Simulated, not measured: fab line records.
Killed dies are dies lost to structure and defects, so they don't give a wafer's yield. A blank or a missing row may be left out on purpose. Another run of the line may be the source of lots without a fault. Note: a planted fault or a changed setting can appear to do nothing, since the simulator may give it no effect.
What tool caused it? / flow nand-harc / Sampling: 6 lots, 18 wafers, 4 of 1159 route steps

== WHAT EACH GAUGE READ, for each wafer ==
NHARC_A_SGD_CUT_OVL_MEAS_10.
lot=L827; measured=day 14 14:13; on=overlay-02; overlay-x-nm (nm)=0.0 0.0 0.1
lot=L832; measured=day 15 10:58; on=overlay-01; overlay-x-nm (nm)=-0.3 0.1 0.2
lot=L838; measured=day 17 05:30; on=overlay-02; overlay-x-nm (nm)=-0.4 -0.3 -0.3
lot=L841; measured=day 18 02:11; on=overlay-01; overlay-x-nm (nm)=4.4 4.8 4.3
lot=L845; measured=day 18 12:13; on=overlay-02; overlay-x-nm (nm)=5.0 5.1 5.1
lot=L846; measured=day 19 16:50; on=overlay-02; overlay-x-nm (nm)=-1.3 -0.6 -0.5

== WHAT TOOL EACH LOT RAN ON (gives the tool, then ch and the chambers of the sampled wafers, and finally the start) ==
lot=L827; NHARC_A_STAIRCASE_DEP_325=pecvd-04 ch 0,2, day 13 21:10; NHARC_A_SGD_CUT_DEP_00=pecvd-03 ch 0,1,2, day 14 13:22; NHARC_A_SGD_CUT_EXPOSE_06=arfi-scanner-02 ch 0, day 14 13:59
lot=L832; NHARC_A_STAIRCASE_DEP_325=pecvd-04 ch 0,2, day 14 21:05; NHARC_A_SGD_CUT_DEP_00=pecvd-03 ch 0,2, day 15 10:01; NHARC_A_SGD_CUT_EXPOSE_06=arfi-scanner-03 ch 0, day 15 10:44
lot=L838; NHARC_A_STAIRCASE_DEP_325=pecvd-01 ch 1,2, day 16 16:05; NHARC_A_SGD_CUT_DEP_00=pecvd-01 ch 0,1, day 17 04:41; NHARC_A_SGD_CUT_EXPOSE_06=arfi-scanner-03 ch 0, day 17 05:16
lot=L841; NHARC_A_STAIRCASE_DEP_325=pecvd-04 ch 0,1, day 17 08:12; NHARC_A_SGD_CUT_DEP_00=pecvd-01 ch 0,1, day 18 01:25; NHARC_A_SGD_CUT_EXPOSE_06=arfi-scanner-03 ch 0, day 18 01:58
lot=L845; NHARC_A_STAIRCASE_DEP_325=pecvd-01 ch 0,2, day 17 21:58; NHARC_A_SGD_CUT_DEP_00=pecvd-03 ch 0,2, day 18 11:26; NHARC_A_SGD_CUT_EXPOSE_06=arfi-scanner-03 ch 0, day 18 11:59
lot=L846; NHARC_A_STAIRCASE_DEP_325=pecvd-02 ch 0,1,2, day 19 01:17; NHARC_A_SGD_CUT_DEP_00=pecvd-03 ch 0,2, day 19 16:02; NHARC_A_SGD_CUT_EXPOSE_06=arfi-scanner-01 ch 0, day 19 16:37
- NHARC_A_STAIRCASE_DEP_325: deposits SiO2, target thk 3800 nm.
- NHARC_A_SGD_CUT_DEP_00: deposits SiNx, target thk 50 nm.
- NHARC_A_SGD_CUT_EXPOSE_06: exposes mask SGD.

== THE ANSWER, worked out from the rows above alone ==
Rule: what is usual is taken from the lots themselves. Put in order of their means at a reading, lots are off if they are a third of the lots or fewer, leave a main group of 4 or more, and stand apart from it by a gap of 3 or more times the standard deviation of the main group's means; of several such gaps the widest counts. The tables above print the reading to a certain number of digits; a main group whose means all agree to those digits is not used. A lot without any number at a reading at which 4 lots or more have one is off too. Where the step has rows for the other lots, those lots are counted as sound.
Off, at NHARC_A_SGD_CUT_OVL_MEAS_10 on overlay-x-nm: L841, L845. Main group: mean -0.3 nm, sd 0.34.
A tool fits if, at a process step before that reading, it ran every lot that is off, and no sound lot after the first of them. Gauges at NHARC_A_SGD_CUT_OVL_MEAS_10: tried the same way as those tools. One fits: arfi-scanner-03 at NHARC_A_SGD_CUT_EXPOSE_06. Its last sound lot is L838 (day 17 05:16), its first lot that is off L841 (day 18 01:58): a fault that began between those two fits.

== WHAT THE SIMULATOR PUT IN ==
Scanner matching overlay: arfi-scanner-03, from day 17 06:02 on, at NHARC_A_SGD_CUT_EXPOSE_06. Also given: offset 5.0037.
Lots struck among those shown: L841, L845. The same result came from the rule above.
